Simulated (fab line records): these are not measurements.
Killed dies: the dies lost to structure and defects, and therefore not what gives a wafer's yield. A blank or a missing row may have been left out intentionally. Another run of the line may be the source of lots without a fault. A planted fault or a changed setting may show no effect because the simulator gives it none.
Struck lot and sound lot, side by side / flow n5Finfet / 15 out of 1938 route steps
Sound: these wafers, L978.1, L978.2, L978.3. Struck: wafer L993.5; the same lot's L993.3 was not struck, so it is left out; see the end for the cause.
Per side, at each step with rows, come the tool, then ch with its chambers, and then its first start. Under that, the readings that differ: sound wafers / struck wafers / difference of the means / sigmas: that difference in standard deviations of wafers without a fault.
alike: readings with means less than 2 such deviations apart, plus words and numbers identical on both sides. not compared: withheld readings, readings lacking a value on some wafer, bounds such as >300 that could conceal the same value, and numbers that have no deviation in the record and whose values overlap.
A row with sigmas, a row that says differs or no value, or rows on one side alone: a step with any of these is where the two part. When numbers do not overlap yet have no deviation, they are printed without sigmas and do not part them. Lack of a reading on every wafer of one side parts them only where that side has two or more wafers.

first, 3 steps without rows for these wafers: N5_BEOL_M1_DESCUM_33 (chemistry O2, time 7 s); N5_BEOL_M1_ETCH_77 (etches underlayer in N2/H2, target depth 6.5 nm, time 5.2 s); N5_BEOL_M1_ETCH_69 (etches SiARC in CF4, target depth 15.6 nm, time 26 s).
N5_BEOL_M1_ALD_98: deposits SiO2, target thk 2.5 nm, pulse time 1 s, co reactant pulse time 1 s.
  sound on aldSin-02 ch 1,2,3, day 6 23:32; struck on aldSin-02 ch 2, day 10 22:22
  alike: heaterPowerW, precursorPulseHeightRel
N5_BEOL_M1_ETCHBACK_99: etches SiO2 in CHF3, target depth 5 nm, time 10.4 s.
  sound on rieDiel-01 ch 0,1,3, day 7 01:52; struck on rieDiel-06 ch 1, day 10 22:39
  alike: drypumpMotorCurrentA, oesProductAu, rfVppV, showerheadPlenumPTorr, throttleValvePct
  not compared: rfHoursCounterH
N5_BEOL_M1_ETCH_70: etches SOC in N2/H2, target depth 80 nm, overetch 16 nm, time 120 s.
  sound on rieDiel-01 ch 0,1,3, day 7 01:54; struck on rieDiel-06 ch 1, day 10 22:41
  alike: drypumpMotorCurrentA, oesProductAu, rfVppV, showerheadPlenumPTorr, throttleValvePct
  not compared: rfHoursCounterH
then, 2 steps without rows for these wafers: N5_BEOL_M1_STRIP_71 (strips in N2/H2); N5_BEOL_M1_STRIP_78 (strips in N2/H2).
N5_BEOL_M1_VIA_ETCH_34: etches the open film in C4F6/O2, target depth 67.8 nm, time 64.4 s.
  sound on rieDiel-01 ch 0,1,3, day 7 02:00; struck on rieDiel-06 ch 1, day 10 22:47
  alike: drypumpMotorCurrentA, oesProductAu, rfVppV, showerheadPlenumPTorr, throttleValvePct
  not compared: rfHoursCounterH
then, 2 steps without rows for these wafers: N5_BEOL_M1_STRIP_83 (strips in C4F6/O2); N5_BEOL_M1_STRIP_36 (strips in N2/H2).
N5_BEOL_M1_TRENCH_ETCH_37: etches SiOC in C4F6/O2, target depth 55.207 nm, time 29 s.
  sound on rieDiel-01 ch 0,1,3; struck on rieDiel-06 ch 1
  alike: drypumpMotorCurrentA, oesProductAu, rfVppV, showerheadPlenumPTorr, throttleValvePct
  not compared: rfHoursCounterH
N5_BEOL_M1_ETCH_41: etches SiCN in CH3F/O2, target depth 31.9 nm, time 57.8 s.
  sound on rieDiel-01 ch 0,1,3, day 7 02:08; struck on rieDiel-06 ch 1, day 10 22:55
reading=model.etch.depthNm (nm); sound=22.61 21.11 21.49; struck=32.04; difference=+10.30; sigmas=
  alike: drypumpMotorCurrentA, oesProductAu, rfVppV, showerheadPlenumPTorr, throttleValvePct
  not compared: rfHoursCounterH
then, 1 step without rows for these wafers: N5_BEOL_M1_STRIP_97 (strips in N2/H2, time 10 s).
N5_BEOL_M4_RC_MEAS_101:
  sound on prober-01 ch 0, day 8 14:11; struck on prober-02 ch 0, day 12 09:04
reading=DIBL_N (mV/V); sound=34.6 36.5 35.2; struck=40.1; difference=+4.7; sigmas=+2
reading=DIBL_P (mV/V); sound=34.3 36.9 36.4; struck=41.3; difference=+5.4; sigmas=+2
reading=IOFF_N (nA/um); sound=0.14 0.17 0.15; struck=0.23; difference=+0.08; sigmas=+2
reading=IOFF_P (nA/um); sound=0.18 0.21 0.20; struck=0.30; difference=+0.10; sigmas=+3
reading=VT_N (mV); sound=253 251 252; struck=244; difference=-8; sigmas=-2
  alike: ION_N, ION_P, SS_N, SS_P, VT_P

## WHERE THEY PART
At N5_BEOL_M4_RC_MEAS_101 and nowhere else, as far as this record goes.

WHY: the cause the simulator had injected
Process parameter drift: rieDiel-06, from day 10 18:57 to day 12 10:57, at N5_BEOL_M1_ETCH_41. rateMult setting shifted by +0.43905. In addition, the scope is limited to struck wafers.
